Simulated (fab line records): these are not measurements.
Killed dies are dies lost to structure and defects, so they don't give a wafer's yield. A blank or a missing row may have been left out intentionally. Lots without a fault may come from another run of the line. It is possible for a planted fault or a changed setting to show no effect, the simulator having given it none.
Split-lot study | flow n5-finfet | 21 wafers read across 7 lots, on a route 1938 steps long

== SPLIT DETAILS ==
At N5_BEOL_M14_COAT_22 (resist thk 300 nm), the setting spin-rpm was moved away from the recipe's 2888 rpm on 5 of the 21 wafers read, by +4.1% to +8.0%. The other wafers ran this setting at the recipe's value.

The split's own step is where the reading is taken.

== THE READING ==
coat_of_BEOL_M14_COAT_22.thk-nm (the simulator's own value, which no gauge read), in nm, at N5_BEOL_M14_COAT_22 (resist thk 300 nm). There is no usual value for it anywhere in the file. Across the 16 wafers here that went through the recipe, the average is 299.6 nm and the standard deviation 0.84 nm.

wafer  | tool, chamber at the split | spin-rpm as run, rpm | against the recipe | coat_of_BEOL_M14_COAT_22.thk-nm, nm | against lot-mates on the recipe
L079.3 | litho-track-05, 0          | 2888                 | recipe             | 300                                 | -
L079.4 | litho-track-05, 0          | 2888                 | recipe             | 298.6                               | -
L079.6 | litho-track-05, 0          | 2888                 | recipe             | 298.8                               | -
L085.1 | litho-track-05, 0          | 3006                 | +4.1%              | 295                                 | -4.8
L085.4 | litho-track-05, 0          | 2888                 | recipe             | 299.8                               | -
L085.5 | litho-track-05, 0          | 3006                 | +4.1%              | 295.8                               | -4.0
L089.3 | litho-track-02, 0          | 2888                 | recipe             | 299.4                               | -
L089.5 | litho-track-02, 0          | 2888                 | recipe             | 301                                 | -
L089.6 | litho-track-02, 0          | 2888                 | recipe             | 300                                 | -
L087.2 | litho-track-05, 0          | 2888                 | recipe             | 301                                 | -
L087.3 | litho-track-05, 0          | 2888                 | recipe             | 300                                 | -
L087.5 | litho-track-05, 0          | 2888                 | recipe             | 300.6                               | -
L090.2 | litho-track-02, 0          | 2888                 | recipe             | 300.2                               | -
L090.5 | litho-track-02, 0          | 3118                 | +8.0%              | 289.2                               | -11.0
L090.6 | litho-track-02, 0          | 3118                 | +8.0%              | 289.4                               | -10.8
L094.1 | litho-track-05, 0          | 3095                 | +7.2%              | 288.4                               | -10.1
L094.4 | litho-track-05, 0          | 2888                 | recipe             | 298.2                               | -
L094.6 | litho-track-05, 0          | 2888                 | recipe             | 298.8                               | -
L097.2 | litho-track-02, 0          | 2888                 | recipe             | 299                                 | -
L097.3 | litho-track-02, 0          | 2888                 | recipe             | 300.2                               | -
L097.6 | litho-track-02, 0          | 2888                 | recipe             | 298.8                               | -

FIT RESULTS
A straight line over all 21 wafers: coat_of_BEOL_M14_COAT_22.thk-nm changes by -1.33 nm for each +1% of spin-rpm; r = -0.97; the points scatter about the line by 0.96 nm.
The same after taking each lot's own level away (the mean of its wafers on the recipe; 21 wafers): -1.34 nm for each +1%; r = -0.99; scatter 0.62 nm.
The reading moves by 11 nm for the largest change in spin-rpm, on that fit.
From 298.50 to 300.53 nm: that is the span of the lots' own levels, equal to 2.4 times the standard deviation above.
Consequently the slope shifts little with the lot-to-lot level, the two slopes agreeing.
Check: for one of the wafers moved furthest among these (+8.0%), held out of the fit, the line's prediction against its lot-mates is -10.5 nm. It came out at -11 nm against them.

== OTHER SPLITS APPLIED TO THESE WAFERS ==
These wafers also went through other splits before the reading. Each is held against what the fit with the lots' levels taken away leaves over:
other split on the same wafers | wafers away from the commonest value | r with coat_of_BEOL_M14_COAT_22.thk-nm (lot level and that fit taken away)
N5_BEOL_M11_PECVD_70 temp-c    | 9                                    | -0.03
N5_BEOL_M12_PEB_08 peb-temp-c  | 4                                    | +0.35
N5_BEOL_M13_ETCH_59 time-s     | 5                                    | -0.18

== THE FILE'S OWN FIT ==
coat_of_BEOL_M14_COAT_22.thk-nm changes by -1.35 nm for each +1% of spin-rpm, r = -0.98.
